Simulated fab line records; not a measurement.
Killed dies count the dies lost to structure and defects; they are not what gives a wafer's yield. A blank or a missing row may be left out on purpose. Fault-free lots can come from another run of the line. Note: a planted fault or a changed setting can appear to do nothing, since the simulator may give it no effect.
Chamber matching | flow nandHarc | 4 sister chambers for NHARC_A_DECK1_JOINT_ETCHBACK_07 on rieSi-01
The step etches the open film in HBr, target depth 105 nm, time 26.9 s. 4 wafers are shown with their chamber, then 9 later ones without.

WAFERS, EACH WITH ITS CHAMBER
wafer  | chamber | throttleValvePct (%)
L086.3 | 2       | 23.269
L087.1 | 3       | 23.284
L087.5 | 1       | 23.272
L087.6 | 0       | 23.259

WAFERS WITH NO CHAMBER GIVEN
wafer  | throttleValvePct (%)
L089.3 | 23.278
L089.5 | 23.256
L089.6 | 23.269
L092.2 | 23.263
L092.5 | 23.269
L092.6 | 23.260
L097.1 | 23.276
L097.2 | 23.255
L097.3 | 23.284

CHAMBER TAKEN BY EACH
wafer  | from the rows above          | in truth
L089.3 | can't be placed: 1 or 3 or 2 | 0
L089.5 | 0                            | 0
L089.6 | can't be placed: 2 or 1      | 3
L092.2 | can't be placed: 0 or 2 or 1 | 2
L092.5 | can't be placed: 2 or 1      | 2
L092.6 | 0                            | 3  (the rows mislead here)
L097.1 | can't be placed: 1 or 2 or 3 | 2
L097.2 | 0                            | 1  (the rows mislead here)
L097.3 | 3                            | 3
2 of 9 placed correctly. Not placeable from these rows: 5 (in 3, the candidates include the true chamber). 2 placed wrongly.
How it was worked out, from the rows above alone: a wafer's distance from a chamber is the root of the sum, over the readings, of the square of ((its reading less the chamber's mean) divided by the reading's scatter). If the next closest chamber is less than 2 further off than the closest, the wafer can't be placed; otherwise it belongs to the closest. A chamber's mean is the mean of its shown wafers. The scatter (one wafer shown for each chamber): square how far every hidden wafer sits from the nearest shown wafer, average those squares and take the square root.
